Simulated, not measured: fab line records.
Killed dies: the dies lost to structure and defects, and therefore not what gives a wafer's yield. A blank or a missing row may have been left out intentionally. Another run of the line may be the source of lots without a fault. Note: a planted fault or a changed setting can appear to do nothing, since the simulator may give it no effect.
The same fault as seen by 3 desks :: flow n5-finfet :: each desk holds nothing but its own numbers, with what lay behind them at the end

== THE DEFECT DESK ==
Counts from the inspections along the route, per lot, as means over the sampled wafers that have a number. Marked OUT: a lot whose mean sits more than 4 standard deviations from the usual mean, which makes it out of limits; the brackets give that distance.
Columns: A = raw-defect-count at N5_BEOL_M1_INSPECT_13, usual 402
lot: L536
first seen here: day 7 01:53
A: 325

lot: L543
first seen here: day 9 07:47
A: 374

lot: L547
first seen here: day 9 21:04
A: 416

lot: L548
first seen here: day 10 01:16
A: 395

lot: L551
first seen here: day 10 19:54
A: 364
Finding of this desk: none of the 5 lots has anything out of limits.

== AT THE TOOL OWNER'S DESK: rie-diel-04 ==
The tool's own readings at N5_BEOL_M1_ETCH_64 (etches SOC in N2/H2, target depth 75 nm, overetch 15 nm, time 112.5 s): means of the sampled wafers that have a number, for each lot that ran on this tool. Marked OUT: a lot whose mean sits more than 4 standard deviations from the usual mean, which makes it out of limits; the brackets give that distance.
Columns: A = bias-w at N5_BEOL_M1_ETCH_64, usual 150.0 W; B = drypump-motor-current-A at N5_BEOL_M1_ETCH_64, usual 5.5 A; C = oes-product-au at N5_BEOL_M1_ETCH_64, usual 0.59 a.u.; D = rf-vpp-V at N5_BEOL_M1_ETCH_64, usual 522.7 V; E = showerhead-plenum-p-Torr at N5_BEOL_M1_ETCH_64, usual 2.50 Torr; F = temp-c at N5_BEOL_M1_ETCH_64, usual 39.99 C; G = throttle-valve-pct at N5_BEOL_M1_ETCH_64, usual 17.86 %
lot: L543
first seen here: day 9 07:53
A: 149.5
B: 5.8
C: 0.62
D: 522.7
E: 2.52
F: 39.92
G: 17.91

lot: L547
first seen here: day 9 21:47
A: 155.1 (+11) OUT
B: 5.9
C: 0.60
D: 533.6 (+4.7) OUT
E: 2.47
F: 39.90
G: 17.92
This desk finds L547 out of limits, L547 being first, at day 9 21:47 (bias-w at N5_BEOL_M1_ETCH_64). Within limits: L543.

== FROM THE METROLOGY DESK ==
Means of the sampled wafers that have a number, per lot and without regard to the tool the lot ran on: this is what the gauges read. Marked OUT: a lot whose mean sits more than 4 standard deviations from the usual mean, which makes it out of limits; the brackets give that distance. Readings shown: 7 of its 12, picked as those furthest out on some lot.
Columns: A = M1_OVL at N5_BEOL_M1_OVL_MEAS_12, usual -0.2 nm; B = DIBL_N at N5_BEOL_M4_RC_MEAS_101, usual 36.0 mV/V; C = DIBL_P at N5_BEOL_M4_RC_MEAS_101, usual 36.2 mV/V; D = IOFF_P at N5_BEOL_M4_RC_MEAS_101, usual 0.21 nA/um; E = ION_P at N5_BEOL_M4_RC_MEAS_101, usual 463 uA/um; F = VT_N at N5_BEOL_M4_RC_MEAS_101, usual 250.2 mV; G = VT_P at N5_BEOL_M4_RC_MEAS_101, usual -251 mV
lot: L536
first seen here: day 7 01:48
A: -0.2
B: 35.6
C: 36.4
D: 0.19
E: 466
F: 249.3
G: -250

lot: L543
first seen here: day 9 07:41
A: -0.6
B: 35.5
C: 35.5
D: 0.16
E: 454
F: 250.5
G: -256

lot: L547
first seen here: day 9 20:58
A: -0.7
B: 37.9
C: 37.7
D: 0.28
E: 475
F: 246.5
G: -245

lot: L548
first seen here: day 10 01:10
A: -1.0
B: 34.2
C: 33.4
D: 0.16
E: 453
F: 253.8
G: -257

lot: L551
first seen here: day 10 19:49
A: 0.4
B: 36.2
C: 35.8
D: 0.21
E: 461
F: 252.1
G: -248
Finding of this desk: none of the 5 lots has anything out of limits.

== PUT TOGETHER ==
The tool owner's desk had the chance to raise an alarm at day 9 21:47 on L547.
Nothing the defect desk looked at was out of limits.
Metrology desk: nothing out of limits seen.
The defect desk has L547 on record, within its limits.
The metrology desk holds a record of L547, inside its limits.
Every lot named ran N5_BEOL_M1_ETCH_64 on rie-diel-04.

== WHAT THE SIMULATOR HAD INSERTED ==
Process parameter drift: rie-diel-04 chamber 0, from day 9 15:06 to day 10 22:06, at N5_BEOL_M1_ETCH_64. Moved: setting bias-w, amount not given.
Struck lots among those shown: L547.
Time in hours from fault onset to the first out-of-limits reading at each desk: the tool owner's desk, 7.
